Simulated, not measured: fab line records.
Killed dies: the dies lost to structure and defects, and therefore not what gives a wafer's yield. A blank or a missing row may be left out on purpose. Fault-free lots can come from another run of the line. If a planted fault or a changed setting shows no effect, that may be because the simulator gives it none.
fab line records	flow nandHarc	part 1 of 2: steps 1 to 4 of 6
[record] lots = 24	wafers = 72	lastDay = 33
route steps=1302 shown A_STAIRCASE@811
lots that met no fault: taken from a fault-free run of the same line
startH: the number of hours between the record's first day and the start of the first shown wafer of the lot	waitH: hours since the lot's step before	" unchanged from the row above	L1.1+2: a row that stands for several wafers	- no value, or no start given	* or withheld: withheld	< > ~ a bound
route shown NAME@n: names a module that has steps shown in the file, with the first one's number in the route	usual: average and standard deviation across the fault-free wafers	same: alike in all rows	chamber/n: place in a boat	sites: each site's reading	_std_site: their standard deviation	_edge_site: mean of outer sites minus mean of inner sites	radiusMm: how far each site lies from the wafer's centre	mask NAME#n: copy n	behind: the tool/chamber that last shaped the wafer	hold: cause of the lot's hold/its duration in hours/its outcome	device: names the non-switching transistor (n, p or np)	end of line: tests run on the same wafers once the route is complete	a step given without rows: its recipe and nothing more	killed: not the wafer's yield, but the dies lost to structure and defects at the first sort	map: the dies of a wafer, with x for killed, . for not killed, _ for no die there
set.NAME: the setting that was run; set.NAME@STEP: the one run at that earlier step	model.NAME: the simulator's own value behind a step, which no gauge read
a sample of lots followed through the steps of the route, with each step as a table and each wafer as a row
services: the hour from which a tool's chamber was out of use, counted from the record's first day as startH (under 0 if before that day), plus the number of hours and why
[[steps]]
[step NHARC_A_STAIRCASE_ETCH_452]
[recipe] targetDepthA = 300	overetchA = 30	timeS = 16.5	ionEnergyEv = 100	cf4FlowSccm = 80	o2FlowSccm = 20	arFlowSccm = 0	rfW = 300	biasW = 100	chemistry = CF4/O2
[usual] cf4FlowSccm = 79.99/0.22	drypumpMotorCurrentA = 5.8/0.42	oesProductAu = 1.004/0.011	rfVppV = 198.3/1.2	showerheadPlenumPTorr = 1.36/0.05	throttleValvePct = 13.396/0.0097
lot.wafer	tool	chamber	startH	waitH	cf4FlowSccm	drypumpMotorCurrentA	oesProductAu	rfHoursCounterH	rfVppV	showerheadPlenumPTorr	throttleValvePct
L074.2	rieDiel-05	0	-	-	80.20	5.0	1.006	53	198.5	1.36	13.411
L074.5	"	0	"	"	80.07	5.0	1.004	-	196.9	1.36	13.407
L074.6	"	1	"	"	79.82	5.8	1.005	-	200.4	1.42	13.386
L075.4	rieDiel-05	1	-	-	80.04	5.8	0.990	55	199.4	1.42	13.381
L075.1	"	2	"	"	79.97	5.9	1.001	49	198.6	1.36	13.399
L075.5	"	0	"	"	79.80	5.0	1.016	-	198.2	1.36	13.384
L076.3	rieDiel-09	3	-	-	80.34	6.4	0.993	31	199.2	1.43	13.406
L076.1	"	2	"	"	79.73	6.2	1.010	31	197.2	1.35	13.378
L076.5	"	0	"	"	80.27	5.7	0.985	-	198.2	1.38	13.380
L078.4	rieDiel-09	3	-	-	80.05	6.3	1.008	31	199.2	1.43	13.411
L078.5	"	3	"	"	79.90	6.4	1.007	-	199.3	1.43	13.388
L078.6	"	0	"	"	80.22	5.7	0.995	-	199.0	1.38	13.407
L077.1	rieDiel-09	0	-	-	79.90	5.7	0.997	16	199.9	1.37	13.403
L077.3	"	1	"	"	79.54	5.9	1.008	31	199.4	1.38	13.410
L077.6	"	2	"	"	79.92	6.2	1.014	-	200.0	1.35	13.397
L079.1	rieDiel-05	1	-	-	79.88	5.8	1.013	9	200.2	1.42	13.402
L079.3	"	2	"	"	80.51	5.8	1.008	10	197.9	1.36	13.383
L079.5	"	2	"	"	80.04	5.9	1.004	-	199.1	1.36	13.395
L080.3	rieDiel-09	3	-	-	80.05	6.4	1.006	44	199.1	1.43	13.400
L080.4	"	3	"	"	79.97	6.4	1.005	-	200.7	1.43	13.395
L080.5	"	1	"	"	79.91	5.9	0.984	-	199.4	1.38	13.382
L081.3	rieDiel-05	2	-	-	79.52	5.9	1.000	15	197.0	1.36	13.390
L081.2	"	0	"	"	79.97	5.0	1.009	12	197.7	1.35	13.388
L081.5	"	1	"	"	80.02	5.8	1.005	-	199.6	1.42	13.393
L083.3	rieDiel-05	0	-	-	80.20	5.0	1.012	17	197.6	1.35	13.406
L083.2	"	3	"	"	80.12	5.2	1.001	19	198.9	1.43	13.401
L083.5	"	0	"	"	80.00	5.0	1.005	-	197.5	1.35	13.402
L082.2	rieDiel-09	2	-	-	79.69	6.2	1.012	52	197.0	1.35	13.396
L082.5	"	0	"	"	80.43	5.7	0.996	-	198.0	1.37	13.380
L082.6	"	1	"	"	80.06	5.9	0.983	-	198.3	1.38	13.413
L084.4	rieDiel-09	3	-	-	80.02	6.4	1.003	55	199.0	1.42	13.391
L084.5	"	1	"	"	80.01	5.9	0.981	-	199.4	1.37	13.400
L084.6	"	2	"	"	80.28	6.2	1.008	-	197.3	1.35	13.387
L085.2	rieDiel-09	3	-	-	79.66	6.4	1.010	57	199.9	1.42	13.396
L085.3	"	1	"	"	79.60	5.9	0.988	49	198.0	1.37	13.406
L085.5	"	3	"	"	79.66	6.4	1.007	-	199.5	1.42	13.396
L086.1	rieDiel-01	3	-	-	80.15	5.8	1.001	15	198.4	1.35	13.399
L086.2	"	1	"	"	80.22	5.2	0.986	40	199.5	1.30	13.398
L086.6	"	2	"	"	80.25	6.4	0.992	-	195.5	1.26	13.390
L087.1	rieDiel-01	0	-	-	80.37	6.0	1.022	35	197.1	1.26	13.411
L087.3	"	1	"	"	79.99	5.2	0.997	45	196.5	1.30	13.404
L087.2	"	3	"	"	80.00	5.8	1.002	19	197.2	1.35	13.374
L089.2	rieDiel-09	1	-	-	79.94	5.9	0.993	6	198.4	1.37	13.406
L089.4	"	0	"	"	80.05	5.8	1.024	9	198.6	1.37	13.384
L089.5	"	1	"	"	80.04	5.9	1.007	-	198.7	1.37	13.396
L091.1	rieDiel-01	3	-	-	79.96	5.8	0.995	31	198.6	1.34	13.380
L091.3	"	1	"	"	80.06	5.2	0.988	54	196.8	1.30	13.402
L091.5	"	2	"	"	79.67	6.4	0.983	-	196.2	1.26	13.378
L088.2	rieDiel-01	1	-	-	80.28	5.2	0.991	55	198.3	1.30	13.395
L088.1	"	2	"	"	79.70	6.4	0.996	45	197.0	1.25	13.393
L088.3	"	3	"	"	80.03	5.8	1.004	33	198.5	1.34	13.384
L090.1	rieDiel-05	3	-	-	80.26	5.2	1.002	45	200.5	1.42	13.392
L090.5	"	1	"	"	79.71	5.8	1.006	-	198.6	1.41	13.392
L090.6	"	2	"	"	79.95	5.9	1.006	-	198.9	1.35	13.399
L092.1	rieDiel-05	2	-	-	79.49	5.9	1.009	54	198.1	1.35	13.393
L092.2	"	3	"	"	79.70	5.2	1.004	49	198.1	1.42	13.401
L092.5	"	2	"	"	79.90	5.9	1.018	-	199.6	1.35	13.392
L093.3	rieDiel-05	1	-	-	79.95	5.8	1.003	58	198.6	1.41	13.389
L093.1	"	2	"	"	80.31	5.9	1.009	58	198.7	1.35	13.392
L093.4	"	3	"	"	79.81	5.2	1.003	53	199.1	1.42	13.394
L095.4	rieDiel-01	1	-	-	79.88	5.2	0.987	2	195.8	1.30	13.397
L095.3	"	0	"	"	80.02	5.9	1.006	2	196.2	1.25	13.401
L095.5	"	2	"	"	79.92	6.4	0.987	-	196.1	1.25	13.415
L094.4	rieDiel-09	3	-	-	79.95	6.4	1.007	24	198.5	1.42	13.406
L094.2	"	0	"	"	79.74	5.8	1.029	26	199.0	1.36	13.410
L094.6	"	2	"	"	79.69	6.2	1.018	-	197.2	1.34	13.384
L096.1	rieDiel-09	1	-	-	79.73	5.9	0.998	28	199.3	1.37	13.408
L096.4	"	2	"	"	79.70	6.1	1.008	24	199.2	1.34	13.399
L096.5	"	0	"	"	80.20	5.8	1.007	-	198.8	1.36	13.375
L097.3	rieDiel-09	0	-	-	79.74	5.8	1.022	36	198.8	1.36	13.405
L097.2	"	1	"	"	79.86	5.9	1.006	32	198.3	1.37	13.391
L097.1	"	3	"	"	79.62	6.4	1.014	32	199.5	1.41	13.412
[step NHARC_A_STAIRCASE_HM_OPEN_463]
[recipe] o2FlowSccm = 400	cosFlowSccm = 20	arFlowSccm = 0	rfW = 500	biasW = 300	chemistry = O2/COS
[usual] drypumpMotorCurrentA = 5.7/0.45	oesProductAu = 1.003/0.011	rfVppV = 467.9/2.7	showerheadPlenumPTorr = 3.16/0.12	throttleValvePct = 28.330/0.0089
lot.wafer	tool	chamber	startH	waitH	drypumpMotorCurrentA	oesProductAu	rfHoursCounterH	rfVppV	showerheadPlenumPTorr	throttleValvePct
L074.2	rieDiel-01	1	-	-	5.3	0.991	1	466.2	3.07	28.339
L074.5	"	0	"	"	6.0	1.017	-	463.6	2.96	28.311
L074.6	"	1	"	"	5.2	0.984	-	466.7	3.07	28.316
L075.1	rieDiel-09	0	-	-	5.8	0.996	9	468.2	3.22	28.332
L075.4	"	1	"	"	5.9	0.984	24	469.0	3.22	28.338
L075.5	"	0	"	"	5.8	0.996	-	467.9	3.21	28.335
L076.1	rieDiel-09	1	-	-	5.9	1.000	30	470.0	3.22	28.338
L076.3	"	3	"	"	6.4	1.004	33	470.8	3.33	28.321
L076.5	"	1	"	"	5.9	0.988	-	469.3	3.22	28.339
L078.4	rieDiel-01	2	417.41	0.3	6.4	0.980	-	463.8	2.96	28.334
L078.5	"	1	"	"	5.2	0.994	-	465.8	3.06	28.332
L078.6	"	2	"	"	6.4	0.974	-	463.5	2.96	28.318
L077.1	rieDiel-01	0	427.99	0.3	6.0	1.009	4	464.3	2.96	28.329
L077.3	"	0	"	"	6.0	1.010	-	464.2	2.96	28.327
L077.6	"	0	"	"	6.0	1.011	-	464.1	2.96	28.333
L079.3	rieDiel-05	0	-	-	5.0	1.020	11	467.7	3.16	28.322
L079.1	"	2	"	"	5.9	1.002	15	468.2	3.18	28.333
L079.5	"	3	"	"	5.2	1.004	-	470.3	3.34	28.337
L080.3	rieDiel-09	3	-	-	6.4	1.015	47	469.8	3.33	28.325
L080.5	"	0	"	"	5.7	1.007	-	468.8	3.21	28.341
L080.4	"	3	"	"	6.4	1.020	-	471.4	3.33	28.333
L081.3	rieDiel-05	0	-	-	5.0	1.012	14	467.6	3.16	28.331
L081.2	"	1	"	"	5.8	1.006	16	470.9	3.31	28.335
L081.5	"	0	"	"	5.0	1.010	-	466.5	3.16	28.337
L083.3	rieDiel-09	2	-	-	6.2	1.011	53	467.1	3.15	28.323
L083.2	"	3	"	"	6.4	1.014	53	470.7	3.32	28.339
L083.5	"	1	"	"	5.9	0.988	-	470.5	3.21	28.320
L082.2	rieDiel-01	2	-	-	6.4	0.990	23	463.4	2.95	28.335
L082.5	"	0	"	"	6.0	1.001	-	464.3	2.95	28.323
L082.6	"	1	"	"	5.3	0.994	-	465.7	3.05	28.325
L084.4	rieDiel-05	0	-	-	5.0	1.017	27	467.8	3.15	28.335
L084.5	"	3	"	"	5.2	1.000	-	471.6	3.33	28.336
L084.6	"	0	"	"	5.0	1.011	-	467.9	3.15	28.322
L085.3	rieDiel-05	1	-	-	5.8	1.004	30	470.3	3.30	28.331
L085.2	"	2	"	"	5.9	0.997	29	467.8	3.17	28.333
L085.5	"	1	"	"	5.8	1.000	-	470.9	3.30	28.336
L086.2	rieDiel-05	0	-	-	5.0	1.013	31	467.7	3.15	28.334
L086.1	"	1	"	"	5.8	1.004	33	471.2	3.30	28.331
L086.6	"	3	"	"	5.2	1.000	-	471.8	3.33	28.328
L087.1	rieDiel-05	3	-	-	5.2	1.001	33	471.6	3.33	28.309
L087.3	"	0	"	"	5.0	1.008	35	466.9	3.15	28.323
L087.2	"	1	"	"	5.8	1.012	38	471.0	3.29	28.345
L089.4	rieDiel-01	0	-	-	6.0	1.003	44	463.6	2.95	28.314
L089.2	"	2	"	"	6.4	0.993	43	462.9	2.94	28.330
L089.5	"	0	"	"	6.0	1.012	-	463.5	2.94	28.339
L091.3	rieDiel-01	1	-	-	5.2	0.995	55	465.3	3.04	28.324
L091.1	"	2	"	"	6.4	0.989	46	462.8	2.94	28.319
L091.5	"	1	"	"	5.3	0.988	-	465.3	3.04	28.309
L088.1	rieDiel-05	3	-	-	5.2	0.996	46	470.1	3.32	28.335
L088.3	"	0	"	"	5.0	1.022	47	467.1	3.14	28.327
L088.2	"	1	"	"	5.8	1.002	53	471.1	3.29	28.331
L090.1	rieDiel-09	2	-	-	6.2	1.015	11	465.9	3.14	28.330
L090.5	"	2	"	"	6.2	1.008	-	469.0	3.14	28.327
L090.6	"	3	"	"	6.4	1.006	-	471.6	3.31	28.335
L092.2	rieDiel-09	2	-	-	6.2	1.016	17	466.2	3.14	28.335
L092.1	"	3	"	"	6.4	1.010	21	471.8	3.31	28.343
L092.5	"	2	"	"	6.1	1.018	-	468.6	3.14	28.340
L093.1	rieDiel-05	3	-	-	5.2	1.000	58	471.1	3.31	28.327
L093.3	"	0	"	"	5.0	1.013	57	467.1	3.14	28.334
L093.4	"	3	"	"	5.2	0.992	-	470.5	3.31	28.334
L094.4	rieDiel-09	0	-	-	5.7	1.014	31	468.2	3.18	28.325
L094.2	"	1	"	"	5.9	0.993	27	469.0	3.19	28.322
L094.6	"	0	"	"	5.8	1.013	-	468.5	3.18	28.339
L095.3	rieDiel-01	2	-	-	6.4	0.992	7	463.1	2.93	28.317
L095.4	"	3	"	"	5.8	1.014	7	467.1	3.13	28.319
L095.5	"	0	"	"	6.0	1.017	-	464.3	2.94	28.337
L096.1	rieDiel-09	1	-	-	5.9	0.994	30	469.2	3.19	28.323
L096.4	"	2	"	"	6.1	1.010	26	467.0	3.14	28.315
L096.5	"	1	"	"	5.9	0.999	-	469.3	3.19	28.355
L097.1	rieDiel-01	0	-	-	6.0	1.011	17	464.1	2.93	28.309
L097.2	"	1	"	"	5.3	0.987	17	466.3	3.03	28.315
L097.3	"	2	"	"	6.4	0.987	19	462.8	2.93	28.329
[step NHARC_A_STAIRCASE_ETCH_444]
[recipe] targetDepthA = 2.04e+05	timeS = 6800	c4f8FlowSccm = 20	o2FlowSccm = 10	arFlowSccm = withheld	rfW = 600	biasW = 1000	chemistry = C4F8/O2
[usual] oesProductAu = 0.940/0.023	rfVppV = 808/4.7
lot.wafer	tool	chamber	startH	waitH	oesProductAu	rfHoursCounterH	rfVppV
L075.1	rieDiel-05	1	438.13	0.1	0.962	10	813
L075.4	"	2	"	"	0.968	12	811
L075.5	"	1	440.02	1.9	0.961	-	813
L074.2	rieDiel-01	2	438.19	0.1	0.913	9	801
L074.5	"	0	440.72	2.6	0.943	-	801
L074.6	"	1	"	"	0.927	-	802
L076.3	rieDiel-01	1	457.10	0.1	0.926	29	804
L076.1	"	0	458.34	1.3	0.929	19	801
L076.5	"	0	460.21	3.1	0.928	-	802
L078.4	rieDiel-09	2	459.22	2.0	0.944	-	809
L078.5	"	3	"	"	0.938	-	815
L078.6	"	0	"	"	0.916	-	810
L077.3	rieDiel-05	1	473.57	0.5	0.934	23	813
L077.1	"	2	"	"	0.924	25	808
L077.6	"	0	"	"	0.927	-	808
L079.3	rieDiel-09	1	494.45	0.1	0.916	51	810
L079.1	"	3	"	"	0.926	59	812
L079.5	"	1	"	"	0.914	-	810
L080.4	rieDiel-01	2	512.10	0.1	0.917	35	801
L080.3	"	3	"	"	0.927	20	807
L080.5	"	2	513.98	1.9	0.912	-	800
L081.3	rieDiel-09	1	513.23	1.0	0.977	2	811
L081.2	"	2	"	"	0.968	3	808
L081.5	"	0	"	"	0.995	-	809
L083.2	rieDiel-01	0	522.64	0.5	0.930	40	799
L083.3	"	2	"	"	0.909	40	800
L083.5	"	3	"	"	0.963	-	809
L082.2	rieDiel-05	0	522.94	1.0	0.977	39	809
L082.6	"	2	"	"	0.979	-	808
L082.5	"	3	"	"	0.960	-	814
L084.4	rieDiel-05	0	532.05	1.5	0.931	43	807
L084.6	"	1	"	"	0.934	-	812
L084.5	"	2	"	"	0.922	-	808
L085.2	rieDiel-09	1	536.33	0.5	0.991	10	809
L085.3	"	3	"	"	0.964	12	815
L085.5	"	0	"	"	0.994	-	809
L086.1	rieDiel-01	1	547.01	0.5	0.907	57	805
L086.2	"	3	"	"	0.927	36	808
L086.6	"	0	"	"	0.937	-	801
L087.3	rieDiel-09	0	557.71	0.6	0.964	20	809
L087.2	"	1	"	"	0.950	18	809
L087.1	"	2	"	"	0.965	16	808
L089.4	rieDiel-05	0	572.58	1.0	0.937	56	808
L089.2	"	1	"	"	0.934	62	814
L089.5	"	3	"	"	0.926	-	814
L091.3	rieDiel-09	0	581.18	0.1	0.933	28	808
L091.1	"	1	"	"	0.924	24	809
L091.5	"	1	583.57	2.4	0.903	-	809
L090.1	rieDiel-05	3	581.96	1.0	0.921	60	812
L090.6	"	1	"	"	0.925	-	813
L090.5	"	2	"	"	0.923	-	809
L088.1	rieDiel-01	0	581.98	0.1	0.941	5	800
L088.3	"	2	"	"	0.930	6	801
L088.2	"	3	"	"	0.957	6	807
L092.1	rieDiel-01	2	604.21	0.1	0.954	12	801
L092.2	"	0	"	"	0.987	14	800
L092.5	"	3	606.58	2.4	0.974	-	805
L093.3	rieDiel-09	3	615.34	0.1	0.927	35	813
L093.4	"	1	"	"	0.926	35	809
L093.1	"	2	"	"	0.934	30	807
L094.2	rieDiel-05	3	629.51	0.1	0.974	12	813
L094.4	"	1	"	"	0.957	11	811
L094.6	"	3	"	"	0.973	-	814
L095.3	rieDiel-01	0	629.83	0.5	0.924	22	799
L095.4	"	2	"	"	0.909	24	800
L095.5	"	3	"	"	0.916	-	806
L096.4	rieDiel-05	2	639.63	0.1	0.939	16	807
L096.1	"	0	"	"	0.924	17	809
L096.5	"	2	"	"	0.935	-	807
L097.1	rieDiel-01	2	659.26	0.1	0.917	32	800
L097.2	"	3	"	"	0.925	35	808
L097.3	"	1	"	"	0.900	30	803
[step NHARC_A_STAIRCASE_STRIP_446]
[recipe] powerW = 1500	tempC = 250	chemistry = O2
[usual] drypumpMotorCurrentA = 5.36/0.11	heaterPowerW = 350/25	rfReflPowerW = 17/7.5
lot.wafer	tool	chamber	startH	waitH	drypumpMotorCurrentA	heaterPowerW	rfHoursCounterH	rfReflPowerW
L075.1	plasmaAsher-01	0	442.73	0.3	5.35	345	25	17
L075.4	"	0	"	"	5.36	343	-	18
L075.5	"	0	"	"	5.35	343	-	18
L074.2	plasmaAsher-02	0	443.58	0.1	5.42	374	0	12
L074.5	"	1	"	"	5.52	363	-	31
L074.6	"	0	"	"	5.40	372	-	12
L076.1	plasmaAsher-01	0	462.38	0.0	5.38	346	27	17
L076.3	"	0	"	"	5.34	340	-	17
L076.5	"	0	"	"	5.35	345	-	18
L078.4	plasmaAsher-01	0	462.82	0.2	5.34	347	-	-
L078.6	"	1	"	"	5.18	320	-	-
L078.5	"	0	"	"	5.34	346	-	-
L077.1	plasmaAsher-02	1	477.47	0.0	5.48	361	6	29
L077.3	"	0	"	"	5.38	366	-	12
L077.6	"	0	"	"	5.43	368	-	12
L079.1	plasmaAsher-02	1	498.91	0.1	5.49	362	10	29
L079.3	"	0	"	"	5.41	380	-	12
L079.5	"	0	"	"	5.44	372	-	13
L080.4	plasmaAsher-02	0	516.56	0.1	5.41	377	-	-
L080.3	"	1	"	"	5.50	357	-	-
L080.5	"	0	"	"	5.44	369	-	-
L081.2	plasmaAsher-01	1	516.68	0.0	5.21	326	38	-
L081.3	"	0	"	"	5.33	354	-	-
L081.5	"	1	"	"	5.20	322	-	-
L082.2	plasmaAsher-02	0	526.37	0.0	5.45	387	17	-
L082.5	"	0	"	"	5.42	384	-	-
L082.6	"	1	"	"	5.50	363	-	-
L083.2	plasmaAsher-02	1	526.64	0.1	5.46	357	17	31
L083.3	"	1	"	"	5.45	352	-	29
L083.5	"	1	"	"	5.49	359	-	31
L084.4	plasmaAsher-01	0	535.15	0.2	5.37	364	-	18
L084.5	"	1	"	"	5.20	310	-	10
L084.6	"	0	"	"	5.36	377	-	17
L085.2	plasmaAsher-01	1	540.37	0.2	5.21	308	1	11
L085.3	"	0	"	"	5.34	368	-	18
L085.5	"	0	"	"	5.35	362	-	17
L086.2	plasmaAsher-01	1	550.90	0.0	5.20	302	4	12
L086.1	"	0	"	"	5.35	373	4	19
L086.6	"	1	"	"	5.20	310	-	11
L087.1	plasmaAsher-01	0	561.77	0.2	5.35	381	7	18
L087.2	"	1	"	"	5.19	310	7	10
L087.3	"	0	"	"	5.35	372	-	19
L089.2	plasmaAsher-02	1	576.01	0.0	5.51	360	28	30
L089.4	"	1	"	"	5.46	354	-	28
L089.5	"	1	"	"	5.51	360	-	29
L090.1	plasmaAsher-01	1	585.70	0.4	5.21	309	12	-
L090.6	"	1	"	"	5.21	311	-	-
L090.5	"	0	"	"	5.33	361	-	-
L091.1	plasmaAsher-01	1	585.98	0.4	5.21	306	13	10
L091.3	"	0	"	"	5.35	373	-	18
L091.5	"	0	"	"	5.32	368	-	18
L088.1	plasmaAsher-01	1	586.36	0.0	5.19	313	13	10
L088.2	"	0	"	"	5.34	382	13	17
L088.3	"	1	"	"	5.20	306	-	10
L092.1	plasmaAsher-01	0	608.60	0.0	5.31	377	17	17
L092.2	"	1	"	"	5.20	310	17	10
L092.5	"	0	"	"	5.35	370	-	17
L093.1	plasmaAsher-01	1	619.72	0.1	5.23	315	19	10
L093.3	"	0	"	"	5.33	368	-	17
L093.4	"	1	"	"	5.22	307	-	10
L095.3	plasmaAsher-02	0	633.88	0.1	5.37	366	-	12
L095.4	"	1	"	"	5.50	369	-	32
L095.5	"	0	"	"	5.45	365	-	12
L094.2	plasmaAsher-02	1	634.11	0.2	5.47	372	7	30
L094.4	"	1	"	"	5.49	362	-	30
L094.6	"	0	"	"	5.39	374	-	13
L096.1	plasmaAsher-02	1	644.05	0.1	5.50	367	11	29
L096.4	"	0	"	"	5.39	366	-	12
L096.5	"	0	"	"	5.38	369	-	12
L097.1	plasmaAsher-02	0	663.61	0.0	5.37	359	14	12
L097.2	"	1	"	"	5.50	365	14	30
L097.3	"	1	"	"	5.53	364	-	29
